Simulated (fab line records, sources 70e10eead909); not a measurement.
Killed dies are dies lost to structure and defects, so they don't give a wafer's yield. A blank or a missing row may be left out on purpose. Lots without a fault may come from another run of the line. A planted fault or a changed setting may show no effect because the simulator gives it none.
Chamber matching | flow nand_harc | NHARC_P_GATE_STRIP_101 on rie_diel-04: 3 sister chambers
The step strips in O2, time 20 s. 6 wafers are shown with their chamber, then 5 later ones without.

WAFERS WITH THEIR CHAMBER
wafer  | chamber | showerhead_plenum_p_Torr (Torr) | drypump_motor_current_A (A)
L082.1 | 0       | 3.51                            | 6.0
L083.1 | 1       | 3.53                            | 5.0
L083.6 | 3       | 3.72                            | 5.5
L085.1 | 3       | 3.71                            | 5.4
L085.2 | 0       | 3.50                            | 6.0
L085.3 | 1       | 3.53                            | 5.1

WAFERS WITHOUT THEIR CHAMBER
wafer  | showerhead_plenum_p_Torr (Torr) | drypump_motor_current_A (A)
L090.1 | 3.50                            | 6.0
L090.3 | 3.52                            | 5.1
L090.6 | 3.71                            | 5.4
L092.4 | 3.71                            | 5.5
L095.1 | 3.52                            | 5.1

WHICH CHAMBER EACH WENT THROUGH
wafer  | from the rows above | in truth
L090.1 | 0                   | 0
L090.3 | 1                   | 1
L090.6 | 3                   | 3
L092.4 | 3                   | 3
L095.1 | 1                   | 1
Placed correctly: 5 of 5. Can't be placed from these rows: 0. Placed wrongly: 0.
How it was worked out, from the rows above alone: a wafer's distance from a chamber is the root of the sum, over the readings, of the square of ((its reading less the chamber's mean) divided by the reading's scatter). The wafer belongs to the nearest chamber; if the next one is less than 2 further off, it can't be placed. A chamber's mean is the mean of its shown wafers. The scatter: the root of (the sum of the squares of (reading less its chamber's mean) over the shown wafers, divided by (wafers less chambers)).
